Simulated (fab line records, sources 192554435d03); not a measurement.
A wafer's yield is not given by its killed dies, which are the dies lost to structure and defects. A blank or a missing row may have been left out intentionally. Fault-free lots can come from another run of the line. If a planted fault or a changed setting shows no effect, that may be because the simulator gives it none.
Code-filled problem report in 8D (eight disciplines) form | flow n5Finfet | the parts of the form that need people (team, actions taken, sign-off) are left out

1. WHAT WENT WRONG
Mean of exposureDoseMJCm2 at N5_BEOL_M8_EXPOSE_25: 43.10 across 9 wafers in 3 lots; on wafers with no fault it is 42.46 (standard deviation 0.041). Measured from the usual mean, that is +16 standard deviations.
The step: exposes mask V7, target cd 40 nm.
Seen first at day 11 01:26 on euvScanner-01, wafer L189.1. Wafers with a number at this step in the record: 15, from 5 lots. Rule for "out", or "out of limits": more than 4 standard deviations from the usual mean. Any other wafer with a number is counted as sound.

2. WHAT IT IS AND WHAT IT IS NOT
question                    | is                     | is not
which readings at this step | exposureDoseMJCm2      | stageMsdNm
which lots                  | L189, L191, L192       | L187, L205
which wafers of those lots  | all that have a number | -
read on which tools         | euvScanner-01          | euvScanner-02
when                        | from day 11 01:26      | up to then (3 sound wafers); but 3 sound wafers of L205 came after

3. WHAT RULES OUT EACH SUSPECT
Counting: a tool at a process step up to the reading stays a suspect if it ran every lot that is out and no sound lot after the first of them.
- euvScanner-01 at N5_BEOL_M8_EXPOSE_25 (exposes mask V7, target cd 40 nm): kept. It processed each lot that is out, first L189 at day 11 01:26, and no sound lot thereafter; up to then, the last sound lot it processed was L187 at day 10 10:31. Its own readings are out on those wafers: exposureDoseMJCm2.
Remaining after the count: euvScanner-01 at N5_BEOL_M8_EXPOSE_25.

4. THE CAUSE (what the simulator had put in)
Drift in process parameters on euvScanner-01 at N5_BEOL_M8_EXPOSE_25, starting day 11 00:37. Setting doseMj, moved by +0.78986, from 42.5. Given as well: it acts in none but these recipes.
Counting left only this tool.

5. THE EFFECT CHAIN, in route order
Rows list readings where the struck wafers' mean (over those with a number) sits beyond 3 standard deviations from the usual. Only readings whose record carries a usual standard deviation are examined. hours: median over the lots of the time between each lot's start at the first step of this table that gives one and its start at this step. sigmas: the change, counted in usual standard deviations.
hours | step                 | reading           | usual | on struck wafers | change | sigmas
0     | N5_BEOL_M8_EXPOSE_25 | exposureDoseMJCm2 | 42.46 | 43.10            | +0.64  | +16
Its process steps:
- N5_BEOL_M8_EXPOSE_25: exposes mask V7, target cd 40 nm.

6. HOW IT WOULD HAVE BEEN CAUGHT EARLIER
In this record the first reading out of limits was taken at day 11 01:26, 1 hour after the fault began at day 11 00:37.
